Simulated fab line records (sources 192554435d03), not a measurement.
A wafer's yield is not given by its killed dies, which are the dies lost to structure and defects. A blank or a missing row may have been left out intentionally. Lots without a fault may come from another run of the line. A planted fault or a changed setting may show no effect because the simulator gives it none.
The same fault as seen by 2 desks	flow n5 finfet	numbers are kept per desk, each desk with only its own; the story behind them comes last

## THE DEFECT DESK
Lot by lot, what the route's inspections counted, given as the mean of those sampled wafers with a number. Marked OUT: a lot whose mean sits more than 4 standard deviations from the usual mean, which makes it out of limits; the brackets give that distance.
Columns: A = raw defect count at N5_PMOS_HMC_CHANNEL_EPI_INSPECT_30, usual 17; B = raw defect count at N5_FIN_SAQP_INSPECT_40, usual 221; C = raw defect count at N5_FIN_CUT_INSPECT_10, usual 39; D = raw defect count at N5_FIN_CUT_INSPECT_17, usual 226
lot	first seen here	A	B	C	D
L313	day 3 10:01	16	237	42	250
L316	day 4 02:41	24	214	40	212
L319	day 4 21:23	16	239	39	251
L320	day 5 02:50	287 (+42) OUT	490 (+4.7) OUT	313 (+27) OUT	508 (+5.1) OUT
L322	day 5 14:52	327 (+48) OUT	494 (+4.8) OUT	346 (+31) OUT	501 (+5.0) OUT
L328	day 7 02:13	19	154	31	162
L329	day 7 08:23	15	256	36	259
L330	day 7 14:44	11	226	52	242
This desk's finding: out of limits on L320, L322; first on L320, day 5 02:50 (raw defect count at N5_PMOS_HMC_CHANNEL_EPI_INSPECT_30). L313, L316, L319, L328, L329, L330 stayed within limits.

## METROLOGY DESK
Means of the sampled wafers that have a number, per lot and without regard to the tool the lot ran on: this is what the gauges read. Marked OUT: a lot whose mean sits more than 4 standard deviations from the usual mean, which makes it out of limits; the brackets give that distance. It has 10 readings; the 7 that lie furthest out on some lot are the ones shown.
Columns: A = DIBL_N at N5_BEOL_M4_RC_MEAS_101, usual 35.7 mV/V; B = IOFF_N at N5_BEOL_M4_RC_MEAS_101, usual 0.152 nA/um; C = IOFF_P at N5_BEOL_M4_RC_MEAS_101, usual 0.20 nA/um; D = ION_N at N5_BEOL_M4_RC_MEAS_101, usual 672 uA/um; E = ION_P at N5_BEOL_M4_RC_MEAS_101, usual 461 uA/um; F = VT_N at N5_BEOL_M4_RC_MEAS_101, usual 251 mV; G = VT_P at N5_BEOL_M4_RC_MEAS_101, usual -251 mV
lot	first seen here	A	B	C	D	E	F	G
L313	day 9 08:35	35.5	0.159	0.23	679	467	248	-247
L316	day 10 03:15	37.2	0.152	0.20	672	458	251	-249
L319	day 11 00:10	35.0	0.137	0.16	654	446	252	-256
L320	day 11 01:20	35.4	0.133	0.18	663	452	254	-254
L322	day 11 16:05	36.3	0.151	0.19	670	454	252	-254
L328	day 12 22:13	36.2	0.152	0.19	682	466	251	-251
L329	day 13 20:10	35.3	0.132	0.18	668	459	252	-251
L330	day 14 06:29	34.7	0.119	0.19	665	461	255	-251
Result from this desk: across the 8 lots, nothing is out of limits.

## BROUGHT TOGETHER
The defect desk could have raised an alarm at day 5 02:50, on L320, L322.
Nothing out of limits was seen by the metrology desk.
The metrology desk has L320, L322 on record, within its limits.
All the named lots went through N5_PMOS_HMC_CHANNEL_EPI_PRECLEAN_40 on wet bench-03.

## WHAT THE SIMULATOR HAD PUT IN
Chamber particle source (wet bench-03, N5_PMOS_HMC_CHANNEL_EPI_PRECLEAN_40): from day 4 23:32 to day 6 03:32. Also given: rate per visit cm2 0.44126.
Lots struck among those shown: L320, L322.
Hours from the fault's start to each desk's first reading out of limits: the defect desk, 3.
